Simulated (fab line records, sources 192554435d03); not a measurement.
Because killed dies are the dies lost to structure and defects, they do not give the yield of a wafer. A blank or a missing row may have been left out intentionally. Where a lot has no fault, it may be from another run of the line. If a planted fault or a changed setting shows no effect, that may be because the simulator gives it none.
Chamber matching + flow n5 finfet + N5_MOL_CONTACT_COAG_CMP_23 on cmp-04: 4 sister chambers
The step polishes, stops on SiO2, t overpolish 1.5 s, target thk 0 nm. 8 wafers are shown with their chamber, then 8 later ones without.

WAFERS, EACH WITH ITS CHAMBER
| wafer  | chamber | time to endpoint s (s) | motor current A (A) |
|--------|---------|------------------------|---------------------|
| L088.4 | 1       | 12.6                   | 8.6                 |
| L090.4 | 3       | 12.6                   | 9.7                 |
| L091.5 | 2       | 9.8                    | 9.2                 |
| L091.6 | 3       | 14.2                   | 9.8                 |
| L092.3 | 0       | 8.3                    | 8.8                 |
| L092.5 | 1       | 12.7                   | 7.7                 |
| L092.6 | 0       | 6.8                    | 8.1                 |
| L093.2 | 2       | 10.3                   | 9.2                 |

WAFERS WITH NO CHAMBER GIVEN
| wafer  | time to endpoint s (s) | motor current A (A) |
|--------|------------------------|---------------------|
| L093.3 | 10.7                   | 9.8                 |
| L093.4 | 12.3                   | 8.6                 |
| L094.3 | 10.1                   | 8.4                 |
| L094.5 | 7.0                    | 8.4                 |
| L094.6 | 12.3                   | 9.2                 |
| L095.2 | 11.0                   | 10.4                |
| L095.5 | 3.7                    | 8.5                 |
| L095.6 | 8.8                    | 8.1                 |

WHICH CHAMBER EACH ONE RAN IN
| wafer  | from the rows above          | in truth |
|--------|------------------------------|----------|
| L093.3 | can't be placed: 2 or 3      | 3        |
| L093.4 | can't be placed: 1 or 3 or 2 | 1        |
| L094.3 | can't be placed: 2 or 0 or 1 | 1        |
| L094.5 | 0                            | 0        |
| L094.6 | can't be placed: 3 or 1 or 2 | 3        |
| L095.2 | can't be placed: 2 or 3      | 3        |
| L095.5 | 0                            | 0        |
| L095.6 | can't be placed: 0 or 2      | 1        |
Correct placement for 2 of the 8. Can't be placed from these rows: 6 (the true chamber is among the candidates in 5). Number placed wrongly: 0.
How it was worked out, from the rows above alone: a wafer's distance from a chamber is the root of the sum, over the readings, of the square of ((its reading less the chamber's mean) divided by the reading's scatter). The wafer belongs to the nearest chamber; if the next one is less than 2 further off, it can't be placed. Each chamber's mean is taken over the wafers shown for it. The scatter: take each reading less its chamber's mean, square it, sum over the shown wafers, divide by the number of wafers less the number of chambers, and take the root.
